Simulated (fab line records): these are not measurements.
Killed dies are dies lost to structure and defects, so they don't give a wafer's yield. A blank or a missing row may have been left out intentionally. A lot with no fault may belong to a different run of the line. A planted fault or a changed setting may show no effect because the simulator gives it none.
fab line records | flow n5Finfet | part 1 of 2: steps 1 to 4 of 6
[record] lots = 23 wafers = 69 lastDay = 19
route steps=1938 shown FIN_SAQP@140 STI_FIN_REVEAL@184 DUMMY_GATE@232
lots that met no fault: taken from a fault-free run of the same line
startH: hours from the record's first day to the start of the lot's first wafer shown | waitH: hours from the lot's prior step to this one | " as in the row above | L1.1+2: one row covering several wafers at once | - either no value or no given start | * or withheld: withheld | < > ~ a bound
route shown NAME@n: NAME is a module with steps in the file, n the number in the route of the first one | usual: the fault-free wafers' mean and standard deviation | same: alike in all rows | chamber/n: place in a boat | sites: each site's reading | _std_site: their standard deviation | _edge_site: the outer-site mean with the inner-site mean subtracted | radiusMm: how far each site lies from the wafer's centre | mask NAME#n: copy n | behind: the last tool/chamber to shape the wafer | hold: cause of the lot's hold/its duration in hours/its outcome | device: transistor that didn't switch, given as n, p or np | end of line: tests of these same wafers at the route's end | a step without rows: its recipe alone | killed: dies that structure and defects cost at the first sort, which is not the same as the wafer's yield | map: a wafer's dies, x killed, . not, _ none there
set.NAME: the run value of the setting; set.NAME@STEP: its run value at that earlier step | model.NAME: the simulator's own value behind a step, which no gauge read
one table for each step of the route and one row for each wafer, over a sample of lots
services: from which hour (startH, from the record's first day; less than 0 if before it) a tool's chamber was out of use, for how many hours, and why
[[steps]]
[step N5_FIN_SAQP_MANDREL2_REMOVE_60]
[recipe] chemistry = HBr/Cl2/O2 btTimeS = 10 target = a-Si stopOn = SiNx endpoint = OES-SiCl overEtchFrac = 1 icpW = 600 biasW = 22 HBr_flow_sccm = 150 Cl2_flow_sccm = 80 O2_flow_sccm = 5 pressureMtorr = 10
[usual] drypumpMotorCurrentA = 5.6/0.39 oesProductAu = 1.002/0.022 rfFwdPowerW = 597.3/2 throttleValvePct = 36.58/0.28
// columns lot.wafer tool chamber startH waitH drypumpMotorCurrentA oesProductAu rfFwdPowerW rfHoursCounterH throttleValvePct
L074.3 rieSi-02 2 26.12 0.1 5.5 0.970 594.9 61 36.92
L074.5 " 3 " " 5.4 0.991 598.1 - 36.57
L074.6 " 2 " " 5.5 0.981 595.8 - 36.93
L075.2 rieSi-01 1 31.51 0.1 4.9 1.006 595.0 1 36.56
L075.3 " 0 " " 6.2 1.017 596.7 139 36.91
L075.5 " 1 " " 4.9 1.003 597.3 - 36.55
L076.1 rieSi-02 3 38.10 0.1 5.4 0.984 596.9 141 36.58
L076.2 " 2 " " 5.5 0.973 597.2 62 36.93
L076.6 " 0 " " 6.2 1.006 597.1 - 36.17
L077.1 rieSi-02 2 44.99 0.1 5.5 0.965 598.0 62 36.92
L077.2 " 3 " " 5.4 0.981 599.0 141 36.60
L077.6 " 0 " " 6.2 0.985 594.0 - 36.17
L078.1 rieSi-02 3 49.64 0.1 5.4 0.973 597.9 141 36.59
L078.3 " 0 " " 6.2 0.996 597.1 4 36.17
L078.4 " 1 " " 5.7 1.038 597.1 1 36.45
L079.1 rieSi-04 0 56.39 0.1 5.9 0.996 596.8 1 36.77
L079.3 " 1 " " 5.2 1.002 595.8 130 36.30
L079.6 " 2 " " 5.4 1.012 599.2 - 36.76
L080.3 rieSi-04 1 62.82 0.1 5.2 1.003 595.9 130 36.31
L080.5 " 1 " " 5.2 1.002 598.1 - 36.30
L080.6 " 0 " " 5.8 0.986 596.3 - 36.77
L081.1 rieSi-02 0 67.51 0.1 6.2 0.991 598.3 4 36.17
L081.2 " 1 " " 5.7 1.030 597.6 1 36.44
L081.5 " 0 " " 6.2 0.990 598.9 - 36.18
L082.1 rieSi-02 1 74.15 0.1 5.7 1.046 595.7 1 36.44
L082.2 " 0 " " 6.2 0.992 597.5 4 36.18
L082.6 " 2 " " 5.5 0.978 596.9 - 36.94
L083.1 rieSi-02 0 81.84 0.1 6.2 0.996 598.0 4 36.15
L083.2 " 3 " " 5.4 0.995 600.3 141 36.58
L083.3 " 2 " " 5.5 0.984 595.2 62 36.92
L084.1 rieSi-04 3 85.68 0.1 5.0 1.029 596.4 113 36.72
L084.5 " 2 " " 5.4 1.031 596.2 - 36.79
L084.6 " 1 " " 5.2 1.003 597.8 - 36.31
L085.1 rieSi-04 1 94.55 0.1 5.2 1.003 599.0 130 36.31
L085.3 " 3 " " 5.0 1.016 598.8 114 36.73
L085.6 " 2 " " 5.4 1.028 598.7 - 36.78
L087.2 rieSi-02 0 104.82 0.1 6.2 0.988 599.5 5 36.17
L087.5 " 2 " " 5.5 0.963 595.1 - 36.93
L087.6 " 1 " " 5.7 1.032 596.3 - 36.43
L088.3 rieSi-02 0 111.08 0.1 6.2 0.981 597.4 5 36.16
L088.5 " 1 " " 5.7 1.025 599.2 - 36.43
L088.6 " 3 " " 5.4 0.977 594.6 - 36.60
L089.1 rieSi-01 3 115.00 0.1 6.4 1.027 595.7 120 36.29
L089.3 " 2 " " 5.6 0.987 592.9 95 37.18
L089.6 " 0 " " 6.3 1.011 597.0 - 36.91
L090.1 rieSi-02 2 123.62 0.1 5.5 0.961 598.6 63 36.92
L090.3 " 3 " " 5.4 0.973 597.4 142 36.57
L090.5 " 0 " " 6.2 0.989 601.1 - 36.17
L091.1 rieSi-02 1 128.02 0.1 5.8 1.037 597.8 2 36.43
L091.4 " 3 " " 5.4 0.989 598.2 142 36.58
L091.6 " 0 " " 6.2 0.983 602.6 - 36.16
L092.2 rieSi-02 1 134.28 0.1 5.7 1.027 599.4 2 36.43
L092.3 " 0 " " 6.2 0.995 599.0 5 36.15
L092.6 " 3 " " 5.4 0.982 597.7 - 36.59
L093.1 rieSi-04 1 140.61 0.1 5.2 0.980 595.5 131 36.30
L093.3 " 0 " " 5.9 0.975 598.1 3 36.76
L093.5 " 2 " " 5.4 1.015 597.5 - 36.76
L094.1 rieSi-01 1 145.33 0.1 5.0 1.007 596.0 3 36.54
L094.2 " 3 " " 6.4 1.015 599.7 120 36.28
L094.5 " 2 " " 5.7 0.987 595.5 - 37.18
L095.1 rieSi-04 1 151.61 0.1 5.2 0.995 597.6 131 36.31
L095.4 " 2 " " 5.4 1.017 597.6 - 36.78
L095.6 " 1 " " 5.2 0.992 597.9 - 36.31
L096.1 rieSi-04 2 157.03 0.1 5.4 1.026 602.4 108 36.76
L096.3 " 1 " " 5.2 1.007 599.5 131 36.31
L096.4 " 1 " " 5.2 0.999 598.7 - 36.30
L097.1 rieSi-01 2 163.40 0.1 5.6 0.996 593.7 97 37.18
L097.3 " 0 " " 6.2 1.005 600.2 141 36.91
L097.6 " 1 " " 5.0 1.012 591.9 - 36.55
[step N5_STI_FIN_REVEAL_ALD_14]
[recipe] material = Si3N4 targetThkA = 30 tempC = 400 aldPrecursorFamily = SiH2I2 aldCoReactant = N2/H2-plasma pressureTorr = 2
[usual] heaterPowerOuterW = 544/54 heaterPowerW = 863/70 susceptorTempC = 400.01/0.23
// columns lot.wafer tool chamber startH waitH heaterPowerOuterW heaterPowerW susceptorTempC
L074.3 aldSin-01 3 28.28 0.0 491 860 399.66
L074.5 " 3 " " 511 851 400.11
L074.6 " 0 " " 510 830 399.84
L075.2 aldSin-02 3 34.01 0.0 637 940 399.84
L075.3 " 1 " " 596 937 399.79
L075.5 " 0 " " 488 780 399.72
L076.1 aldSin-01 1 40.87 0.0 496 780 399.85
L076.2 " 0 " " 518 811 400.15
L076.6 " 0 " " 526 822 400.36
L077.1 aldSin-01 2 51.92 0.0 525 824 399.82
L077.2 " 1 " " 509 790 400.11
L077.6 " 1 " " 504 796 400.16
L078.1 aldSin-02 3 52.42 0.0 597 938 400.28
L078.3 " 1 " " 604 938 400.12
L078.4 " 0 " " 508 786 400.08
L079.1 aldSin-01 3 58.70 0.0 501 870 399.90
L079.3 " 1 " " 489 806 399.85
L079.6 " 1 " " 496 777 400.35
L080.3 aldSin-02 3 65.15 0.0 614 927 400.26
L080.5 " 2 " " 601 987 400.24
L080.6 " 3 " " 625 925 400.25
L081.1 aldSin-03 0 70.51 0.0 468 804 399.59
L081.2 " 2 " " 481 776 399.68
L081.5 " 0 " " 458 771 399.91
L082.1 aldSin-02 3 78.41 0.0 612 936 400.27
L082.2 " 2 " " 612 958 399.94
L082.6 " 2 " " 602 968 399.96
L083.1 aldSin-01 2 83.98 0.0 516 833 399.90
L083.2 " 0 " " 520 806 400.28
L083.3 " 3 " " 503 880 399.63
L084.1 aldSin-02 0 88.90 0.0 489 767 400.03
L084.5 " 2 " " 600 985 399.66
L084.6 " 1 " " 599 934 400.32
L085.1 aldSin-03 2 96.94 0.0 472 752 399.93
L085.3 " 1 " " 542 846 400.02
L085.6 " 0 " " 468 794 399.85
L087.2 aldSin-02 3 108.40 0.0 639 941 400.52
L087.5 " 2 " " 616 939 399.84
L087.6 " 3 " " 625 940 400.16
L088.3 aldSin-02 0 113.39 0.0 500 771 400.06
L088.5 " 0 " " 488 758 399.90
L088.6 " 3 " " 631 933 399.83
L089.1 aldSin-02 2 117.22 0.0 626 988 400.32
L089.3 " 1 " " 586 944 400.07
L089.6 " 1 " " 589 933 399.86
L090.1 aldSin-01 2 126.19 0.0 542 833 399.97
L090.3 " 3 " " 522 880 400.11
L090.5 " 3 " " 518 867 400.12
L091.1 aldSin-01 3 130.34 0.0 501 886 400.15
L091.4 " 2 " " 533 860 399.92
L091.6 " 0 " " 524 818 399.83
L092.2 aldSin-03 1 136.71 0.0 539 840 399.85
L092.3 " 3 " " 566 866 399.61
L092.6 " 1 " " 528 861 399.79
L093.1 aldSin-03 2 142.89 0.0 471 764 400.12
L093.3 " 0 " " 471 783 399.41
L093.5 " 1 " " 542 861 400.06
L094.1 aldSin-02 1 147.58 0.0 606 954 399.85
L094.2 " 0 " " 499 786 399.87
L094.5 " 0 " " 496 800 399.84
L095.1 aldSin-02 2 153.82 0.0 608 954 400.20
L095.4 " 3 " " 636 967 400.46
L095.6 " 3 " " 626 918 400.17
L096.1 aldSin-03 2 159.17 0.0 468 739 400.07
L096.3 " 3 " " 562 893 400.03
L096.4 " 1 " " 537 878 400.21
L097.1 aldSin-01 1 165.83 0.0 504 819 400.36
L097.3 " 0 " " 525 837 400.32
L097.6 " 1 " " 502 780 400.41
[step N5_STI_FIN_REVEAL_ETCHBACK_08]
[recipe] chemistry = C4F6/O2 target = SiO2 targetDepthA = 305 timeS = 10.167 ionEnergyEv = 250 pressureMtorr = 30 sourceW = 345 biasW = 185 Ar_flow_sccm = 300 C4F6_flow_sccm = 10 O2_flow_sccm = 10
[usual] drypumpMotorCurrentA = 5.7/0.43 oesProductAu = 0.78/0.093 rfFwdPowerW = 341.1/1.8 rfVppV = 662/12 showerheadPlenumPTorr = 2.86/0.058 throttleValvePct = 21.16/0.15
// columns lot.wafer tool chamber startH waitH drypumpMotorCurrentA oesProductAu rfFwdPowerW rfHoursCounterH rfVppV showerheadPlenumPTorr throttleValvePct
L074.3 rieDiel-05 3 34.06 0.2 5.3 0.69 336.6 245 651 2.90 21.21
L074.5 " 0 " " 6.2 0.75 341.2 - 670 2.85 21.30
L074.6 " 1 " " 5.4 0.78 342.7 - 658 2.83 21.20
L075.2 rieDiel-05 1 39.68 0.2 5.4 0.77 342.6 128 658 2.83 21.20
L075.3 " 2 " " 5.5 0.71 342.5 172 669 2.85 21.13
L075.5 " 0 " " 6.2 0.74 340.9 - 670 2.85 21.29
L076.1 rieDiel-05 1 47.05 0.2 5.4 0.78 341.3 131 658 2.83 21.23
L076.2 " 0 " " 6.2 0.76 340.2 129 670 2.85 21.31
L076.6 " 2 " " 5.5 0.71 341.4 - 669 2.85 21.16
L078.1 rieDiel-06 3 58.24 0.2 5.8 0.77 344.3 137 649 2.84 21.16
L078.3 " 2 " " 6.3 0.73 339.0 167 688 2.83 21.18
L078.4 " 1 " " 5.8 0.96 340.6 - 662 2.92 20.87
L077.1 rieDiel-02 1 58.32 0.2 5.0 0.72 340.7 184 659 2.84 21.25
L077.2 " 0 " " 5.2 0.72 342.3 187 655 2.93 21.39
L077.6 " 1 " " 5.0 0.72 341.0 - 660 2.85 21.25
L079.1 rieDiel-02 1 64.30 0.2 5.0 0.72 342.2 186 658 2.84 21.24
L079.3 " 0 " " 5.2 0.73 343.8 189 656 2.93 21.38
L079.6 " 2 " " 5.8 0.93 342.7 - 650 2.90 21.01
L080.3 rieDiel-02 1 70.85 0.2 5.0 0.71 341.8 189 658 2.84 21.24
L080.5 " 3 " " 6.4 0.68 341.2 - 658 2.67 21.28
L080.6 " 0 " " 5.2 0.72 341.4 - 655 2.93 21.39
L081.1 rieDiel-02 0 76.08 0.2 5.2 0.72 343.0 193 654 2.93 21.38
L081.2 " 2 " " 5.8 0.92 341.3 14 649 2.89 21.01
L081.5 " 1 " " 5.0 0.71 342.4 - 660 2.84 21.25
L082.1 rieDiel-05 0 84.00 0.2 6.3 0.75 339.9 140 668 2.85 21.31
L082.2 " 2 " " 5.5 0.71 344.8 187 668 2.84 21.15
L082.6 " 0 " " 6.3 0.74 339.2 - 670 2.85 21.29
L083.1 rieDiel-06 0 89.55 0.2 5.8 0.96 339.9 6 674 2.89 21.03
L083.2 " 3 " " 5.8 0.75 343.0 147 648 2.84 21.13
L083.3 " 2 " " 6.3 0.73 338.6 177 689 2.83 21.20
L084.1 rieDiel-06 0 94.48 0.2 5.8 0.95 339.5 7 673 2.89 21.02
L084.5 " 0 " " 5.8 0.96 338.8 - 673 2.89 21.04
L084.6 " 3 " " 5.8 0.75 342.4 - 650 2.84 21.15
L085.1 rieDiel-05 2 102.52 0.2 5.5 0.70 343.5 191 668 2.84 21.17
L085.3 " 0 " " 6.2 0.74 339.9 144 667 2.84 21.33
L085.6 " 1 " " 5.4 0.76 340.2 - 659 2.82 21.24
L087.2 rieDiel-06 3 114.31 0.2 5.8 0.75 344.4 155 648 2.83 21.14
L087.5 " 3 " " 5.8 0.75 343.0 - 648 2.83 21.15
L087.6 " 0 " " 5.8 0.93 339.8 - 673 2.89 21.03
L088.3 rieDiel-06 0 118.96 0.1 5.8 0.93 341.0 15 674 2.89 21.03
L088.5 " 0 " " 5.8 0.93 339.1 - 673 2.89 21.04
L088.6 " 3 " " 5.8 0.74 342.6 - 649 2.83 21.16
L089.1 rieDiel-06 2 122.82 0.2 6.3 0.71 340.8 187 688 2.83 21.20
L089.3 " 1 " " 5.7 0.89 341.6 22 658 2.91 20.92
L089.6 " 3 " " 5.8 0.73 343.5 - 648 2.83 21.15
L090.1 rieDiel-05 0 131.77 0.2 6.3 0.74 341.3 154 669 2.84 21.33
L090.3 " 3 " " 5.3 0.94 339.5 14 650 2.89 20.93
L090.5 " 2 " " 5.5 0.70 342.7 - 668 2.84 21.19
L091.1 rieDiel-05 3 135.96 0.2 5.3 0.92 335.5 15 653 2.89 20.93
L091.4 " 1 " " 5.4 0.75 340.9 159 657 2.82 21.25
L091.6 " 0 " " 6.2 0.72 339.6 - 668 2.84 21.33
L092.2 rieDiel-02 3 142.32 0.2 6.4 0.98 342.4 2 668 3.00 20.90
L092.3 " 2 " " 5.8 0.87 341.9 32 649 2.89 21.04
L092.6 " 0 " " 5.2 0.70 340.7 - 655 2.92 21.43
L093.1 rieDiel-06 1 148.51 0.2 5.8 0.87 339.8 30 660 2.91 20.94
L093.3 " 3 " " 5.8 0.73 342.1 166 648 2.83 21.17
L093.5 " 1 " " 5.7 0.86 341.0 - 662 2.91 20.92
L094.1 rieDiel-02 3 153.15 0.2 6.4 0.97 342.3 3 667 3.00 20.90
L094.2 " 1 " " 5.0 0.70 341.4 218 659 2.83 21.28
L094.5 " 0 " " 5.2 0.70 342.8 - 654 2.91 21.43
L095.1 rieDiel-06 3 159.56 0.2 5.8 0.73 343.3 170 648 2.83 21.18
L095.4 " 0 " " 5.8 0.90 338.8 29 675 2.88 21.05
L095.6 " 2 " " 6.3 0.70 338.6 - 688 2.82 21.20
L096.1 rieDiel-06 0 164.95 0.2 5.8 0.90 340.1 30 672 2.88 21.04
L096.3 " 2 " " 6.3 0.70 339.7 201 689 2.82 21.22
L096.4 " 1 " " 5.7 0.87 340.8 35 662 2.90 20.95
L097.1 rieDiel-05 0 171.76 0.2 6.2 0.71 339.5 167 669 2.83 21.35
L097.3 " 2 " " 5.5 0.69 341.9 216 668 2.83 21.19
L097.6 " 0 " " 6.2 0.72 339.6 - 669 2.83 21.37
[step N5_STI_FIN_REVEAL_STRIP_24]
[recipe] chemistry = N2/H2 timeS = 90 powerW = 100 tempC = 40 pressureMtorr = 100 rfFrequencyHz = 6e+07 biasPowerW = 3 n2FlowSccm = 300 h2FlowSccm = 300
[usual] drypumpMotorCurrentA = 5.7/0.43 oesProductAu = 0.78/0.093 rfVppV = 45.3/0.82 showerheadPlenumPTorr = 3.39/0.074 throttleValvePct = 12.23/0.18
// columns lot.wafer tool chamber startH waitH drypumpMotorCurrentA oesProductAu rfHoursCounterH rfVppV showerheadPlenumPTorr throttleValvePct
L074.3 rieDiel-05 3 34.09 0.0 5.3 0.68 245 44.1 3.47 12.60
L074.5 " 0 " " 6.3 0.76 - 44.9 3.38 12.27
L074.6 " 1 " " 5.4 0.78 - 46.1 3.39 12.32
L075.2 rieDiel-05 1 39.72 0.0 5.4 0.78 128 44.0 3.39 12.32
L075.3 " 2 " " 5.5 0.72 172 45.2 3.37 12.22
L075.5 " 0 " " 6.2 0.77 - 45.8 3.38 12.27
L076.1 rieDiel-05 1 47.08 0.0 5.4 0.77 131 46.1 3.39 12.32
L076.2 " 0 " " 6.3 0.76 129 45.1 3.38 12.28
L076.6 " 2 " " 5.5 0.72 - 45.6 3.37 12.23
L078.1 rieDiel-06 3 58.28 0.0 5.9 0.75 137 44.4 3.36 12.16
L078.3 " 2 " " 6.3 0.74 167 43.7 3.36 12.26
L078.4 " 1 " " 5.7 0.93 - 45.4 3.49 11.91
L077.1 rieDiel-02 1 58.35 0.0 5.0 0.72 184 44.4 3.34 12.27
L077.2 " 0 " " 5.2 0.71 187 46.2 3.48 12.44
L077.6 " 1 " " 5.0 0.72 - 45.1 3.34 12.29
L079.1 rieDiel-02 1 64.34 0.0 5.0 0.73 186 45.5 3.34 12.27
L079.3 " 0 " " 5.2 0.73 189 45.2 3.48 12.43
L079.6 " 2 " " 5.8 0.95 - 44.7 3.44 11.99
L080.3 rieDiel-02 1 70.89 0.0 5.0 0.72 189 44.9 3.34 12.27
L080.5 " 3 " " 6.4 0.70 - 45.2 3.17 12.39
L080.6 " 0 " " 5.2 0.71 - 45.6 3.47 12.45
L081.1 rieDiel-02 0 76.12 0.0 5.2 0.72 193 45.1 3.47 12.46
L081.2 " 2 " " 5.8 0.94 14 44.9 3.44 12.02
L081.5 " 1 " " 5.0 0.73 - 45.2 3.34 12.27
L082.1 rieDiel-05 0 84.04 0.0 6.3 0.74 140 45.8 3.37 12.32
L082.2 " 2 " " 5.5 0.70 187 44.0 3.36 12.25
L082.6 " 0 " " 6.3 0.74 - 44.7 3.37 12.31
L083.1 rieDiel-06 0 89.58 0.0 5.8 0.97 6 45.2 3.44 11.99
L083.2 " 3 " " 5.8 0.75 147 45.6 3.35 12.18
L083.3 " 2 " " 6.3 0.74 177 46.1 3.35 12.29
L084.1 rieDiel-06 0 94.51 0.0 5.8 0.96 7 46.4 3.43 11.98
L084.5 " 0 " " 5.8 0.96 - 47.0 3.44 11.99
L084.6 " 3 " " 5.8 0.75 - 44.0 3.35 12.18
L085.1 rieDiel-05 2 102.55 0.0 5.5 0.70 191 44.6 3.36 12.27
L085.3 " 0 " " 6.3 0.74 144 46.1 3.37 12.32
L085.6 " 1 " " 5.4 0.77 - 44.9 3.38 12.36
L087.2 rieDiel-06 3 114.35 0.0 5.8 0.75 155 44.4 3.35 12.19
L087.5 " 3 " " 5.8 0.74 - 45.4 3.35 12.20
L087.6 " 0 " " 5.8 0.94 - 46.2 3.43 12.01
L088.3 rieDiel-06 0 119.00 0.0 5.8 0.94 15 45.3 3.43 12.02
L088.5 " 0 " " 5.8 0.94 - 45.5 3.43 12.00
L088.6 " 3 " " 5.8 0.74 - 46.5 3.35 12.19
L089.1 rieDiel-06 2 122.86 0.0 6.3 0.73 187 46.4 3.35 12.29
L089.3 " 1 " " 5.8 0.89 22 45.8 3.48 11.98
L089.6 " 3 " " 5.8 0.74 - 44.3 3.35 12.20
L090.1 rieDiel-05 0 131.81 0.0 6.2 0.73 154 45.2 3.36 12.36
L090.3 " 3 " " 5.4 0.92 14 46.2 3.46 12.02
L090.5 " 2 " " 5.5 0.69 - 43.8 3.36 12.30
L091.1 rieDiel-05 3 135.99 0.0 5.3 0.92 15 44.8 3.46 12.01
L091.4 " 1 " " 5.4 0.74 159 44.6 3.37 12.39
L091.6 " 0 " " 6.3 0.73 - 45.5 3.36 12.34
L092.2 rieDiel-02 0 142.35 0.0 5.2 0.70 218 45.6 3.46 12.50
L092.3 " 1 " " 5.0 0.72 216 44.8 3.33 12.35
L092.6 " 1 " " 5.0 0.71 - 45.7 3.33 12.35
L093.1 rieDiel-06 1 148.55 0.0 5.8 0.87 30 44.5 3.47 11.98
L093.3 " 3 " " 5.9 0.73 166 45.3 3.34 12.22
L093.5 " 1 " " 5.8 0.87 - 44.4 3.47 11.99
L094.1 rieDiel-02 3 153.19 0.0 6.4 1.00 3 45.0 3.56 11.76
L094.2 " 1 " " 5.0 0.71 218 45.8 3.33 12.36
L094.5 " 0 " " 5.2 0.70 - 45.8 3.46 12.52
L095.1 rieDiel-06 3 159.60 0.0 5.8 0.73 170 47.6 3.34 12.26
L095.4 " 0 " " 5.8 0.91 29 46.0 3.42 12.06
L095.6 " 2 " " 6.3 0.72 - 45.6 3.34 12.34
L096.1 rieDiel-06 0 164.99 0.0 5.9 0.91 30 45.3 3.42 12.05
L096.3 " 2 " " 6.3 0.72 201 46.0 3.34 12.34
L096.4 " 1 " " 5.8 0.85 35 46.6 3.47 12.00
L097.1 rieDiel-05 0 171.79 0.0 6.3 0.72 167 43.8 3.36 12.36
L097.3 " 2 " " 5.5 0.68 216 46.3 3.35 12.32
L097.6 " 0 " " 6.3 0.73 - 46.2 3.36 12.37
